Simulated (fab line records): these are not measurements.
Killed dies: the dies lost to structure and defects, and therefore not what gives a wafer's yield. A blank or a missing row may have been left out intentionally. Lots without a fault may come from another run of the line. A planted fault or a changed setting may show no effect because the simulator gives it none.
Matching of chambers || flow n5_finfet || 4 sister chambers for N5_PMOS_HMC_CHANNEL_EPI_CMP_21 on cmp-02
The step polishes SiGe30, target thk 54 nm. 4 wafers are shown with their chamber, then 12 later ones without.

## WAFERS, EACH WITH ITS CHAMBER
{"wafer": "L082.2", "chamber": 1, "motor_current_A (A)": 14.3}
{"wafer": "L085.1", "chamber": 0, "motor_current_A (A)": 12.0}
{"wafer": "L085.2", "chamber": 3, "motor_current_A (A)": 10.3}
{"wafer": "L085.6", "chamber": 2, "motor_current_A (A)": 13.7}

## WAFERS WITH NO CHAMBER GIVEN
{"wafer": "L090.1", "motor_current_A (A)": 12.1}
{"wafer": "L090.4", "motor_current_A (A)": 10.5}
{"wafer": "L090.6", "motor_current_A (A)": 12.0}
{"wafer": "L091.1", "motor_current_A (A)": 11.4}
{"wafer": "L091.3", "motor_current_A (A)": 13.7}
{"wafer": "L091.4", "motor_current_A (A)": 14.2}
{"wafer": "L092.1", "motor_current_A (A)": 14.1}
{"wafer": "L092.4", "motor_current_A (A)": 12.3}
{"wafer": "L092.5", "motor_current_A (A)": 13.3}
{"wafer": "L093.1", "motor_current_A (A)": 13.4}
{"wafer": "L093.4", "motor_current_A (A)": 11.4}
{"wafer": "L093.5", "motor_current_A (A)": 13.9}

## THE CHAMBER EACH PASSED THROUGH
{"wafer": "L090.1", "from the rows above": 0, "in truth": 0}
{"wafer": "L090.4", "from the rows above": 3, "in truth": 3}
{"wafer": "L090.6", "from the rows above": 0, "in truth": 0}
{"wafer": "L091.1", "from the rows above": "can't be placed: 0 or 3", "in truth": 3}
{"wafer": "L091.3", "from the rows above": "can't be placed: 2 or 1", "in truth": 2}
{"wafer": "L091.4", "from the rows above": "can't be placed: 1 or 2", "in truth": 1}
{"wafer": "L092.1", "from the rows above": "can't be placed: 1 or 2", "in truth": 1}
{"wafer": "L092.4", "from the rows above": 0, "in truth": 0}
{"wafer": "L092.5", "from the rows above": "can't be placed: 2 or 1", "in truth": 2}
{"wafer": "L093.1", "from the rows above": "can't be placed: 2 or 1", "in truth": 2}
{"wafer": "L093.4", "from the rows above": "can't be placed: 0 or 3", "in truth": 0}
{"wafer": "L093.5", "from the rows above": "can't be placed: 2 or 1", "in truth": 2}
Correct placement for 4 of the 12. These rows do not allow placing 8 (true chamber among the candidates in 8). Placed wrongly: 0.
How it was worked out, from the rows above alone: a wafer's distance from a chamber is the root of the sum, over the readings, of the square of ((its reading less the chamber's mean) divided by the reading's scatter). The wafer belongs to the nearest chamber; if the next one is less than 2 further off, it can't be placed. Each chamber's mean is taken over the wafers shown for it. The scatter: root of mean squared gap, hidden wafer to nearest shown wafer, with one shown wafer a chamber.
